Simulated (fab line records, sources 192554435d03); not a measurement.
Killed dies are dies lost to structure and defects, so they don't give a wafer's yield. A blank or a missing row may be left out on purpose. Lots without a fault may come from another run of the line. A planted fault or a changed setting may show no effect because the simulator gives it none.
A struck lot beside a sound one | flow n5_finfet | 37 steps out of a route of 1938
Sound: wafers L542.1, L542.3, L542.5. Struck: wafers L547.4, L547.5, L547.6. The cause comes at the end.
At each step with rows: each side's tool, then ch and its chambers, then its first start. Under that, the readings that differ: sound wafers | struck wafers | difference of the means | sigmas: that difference in standard deviations of wafers without a fault.
alike: readings whose means differ by less than 2 such deviations, and words and numbers that are the same on both sides. not compared: withheld readings, readings that some wafer has no value for, bounds like >300 that may hide the same value, and numbers for which the record gives no deviation and whose values overlap.
The two part at a step that has a row with sigmas, a row that says differs or no value, or rows on one side only. Numbers that don't overlap but have no deviation are shown without sigmas and don't part them. A reading that every wafer of one side lacks parts them only if that side has two wafers or more.

first, 9 steps without rows for these wafers: N5_SDB_SOFTBAKE_06 (time 60 s); N5_SDB_EXPOSE_08 (exposes mask SDB); N5_SDB_PEB_09 (peb time 60 s); N5_SDB_DEVELOP_10 (develop time 30 s); N5_SDB_DESCUM_16 (chemistry O2, time 7.9 s); N5_SDB_ETCH_17 (etches SiARC in CF4, target depth 23.4 nm, time 39 s); N5_SDB_ETCH_18 (etches SOC in N2/H2, target depth 100 nm, overetch 20 nm, time 150 s); N5_SDB_STRIP_19 (strips in N2/H2); N5_SDB_STRIP_21 (strips in CF4).
N5_SDB_HM_OPEN_20: chemistry CH3F/O2, target SiNx, stops on poly-Si, target depth 24 nm.
  sound on rie_diel-05 ch 0,1, day 5 02:58; struck on rie_diel-03 ch 0,2,3, day 6 08:17
  alike: chamber_pressure_mTorr, drypump_motor_current_A, oes_product_au, rf_vpp_V, showerhead_plenum_p_Torr, throttle_valve_pct
  not compared: rf_hours_counter_h
then, 26 steps without rows for these wafers: N5_SDB_STRIP_22 (strips in N2/H2); N5_SDB_PRECLEAN_23 (cleans in dHF, time 30 s); N5_SDB_DUMMY_REMOVE_24 (chemistry TMAH, target poly-Si, stops on SiO2, target depth 142 nm, time 57 s, rinse time 30 s); N5_SDB_ETCH_25 (etches SiO2 in C4F6/O2, target depth 10 nm, time 3.3 s); N5_SDB_CUT_ETCH_26 (etches Si in HBr/Cl2/O2, target depth 129.6 nm, bt time 20 s, time 51.8 s); N5_SDB_PRECLEAN_38 (cleans in dHF, time 10 s); N5_SDB_PRECLEAN_39 (cleans in O3/DIW, time 45 s); N5_SDB_SRD_28 (time 30 s); N5_SDB_ALD_29 (deposits SiNx, target thk 30 nm, pulse time 1 s, ald cycles 600); N5_SDB_CMP_30 (polishes, stops on poly-Si, t overpolish 1.54 s, target thk 30 nm); N5_DUMMY_REMOVAL_HM_STRIP_01 (strips SiNx in CH3F/O2, stops on poly-Si, target depth 4 nm, time 6.8 s); N5_DUMMY_REMOVAL_STRIP_10 (strips in N2/H2, time 40 s); N5_DUMMY_REMOVAL_PRECLEAN_07 (cleans in dHF, time 30 s); N5_DUMMY_REMOVAL_DUMMY_REMOVE_02 (chemistry TMAH, target poly-Si, stops on SiO2, target depth 142 nm, time 57 s, rinse time 30 s); N5_DUMMY_REMOVAL_PRECLEAN_08 (cleans in NF3:NH3, afs cycles 2, time 20 s, sublimation time 60 s); N5_DUMMY_REMOVAL_PRECLEAN_04 (cleans in DHF, time 37 s); N5_DUMMY_REMOVAL_SRD_05 (time 30 s); N5_HKMG_FIN_IL_REGROW_00 (material SiO2, chemistry O3, target thk 0.75 nm, time 30 s); N5_HKMG_FIN_HK_ALD_01 (deposits HfO2, target thk 1.6 nm, pulse time 3 s, purge time 3 s); N5_HKMG_FIN_HK_ANNEAL_02 (time 30 s); N5_HKMG_FIN_ALD_74 (deposits La2O3, target thk 0.5 nm, pulse time 6 s, co reactant pulse time 1 s); N5_HKMG_FIN_ALD_75 (deposits Al2O3, target thk 1 nm, co reactant pulse time 1 s); N5_HKMG_FIN_COAT_41 (time 60 s, resist thk 300 nm); N5_HKMG_FIN_COAT_42 (time 60 s, resist thk 35 nm); N5_HKMG_FIN_COAT_43 (resist thk 90 nm); N5_HKMG_FIN_EBR_45.
-- the record jumps here: 8 days lie between the struck wafers' starts before and after (it left off in module HKMG_FIN and takes up again in module PASSIVATION, whose first step shown is number 1936 of the route) --
N5_PASSIVATION_PROBE_49:
  the record has rows for the struck wafers here (prober-02, day 14 08:12) and none for the sound ones

WHERE THEY PART
Only at N5_PASSIVATION_PROBE_49, within this record.

WHY: what the simulator had put in
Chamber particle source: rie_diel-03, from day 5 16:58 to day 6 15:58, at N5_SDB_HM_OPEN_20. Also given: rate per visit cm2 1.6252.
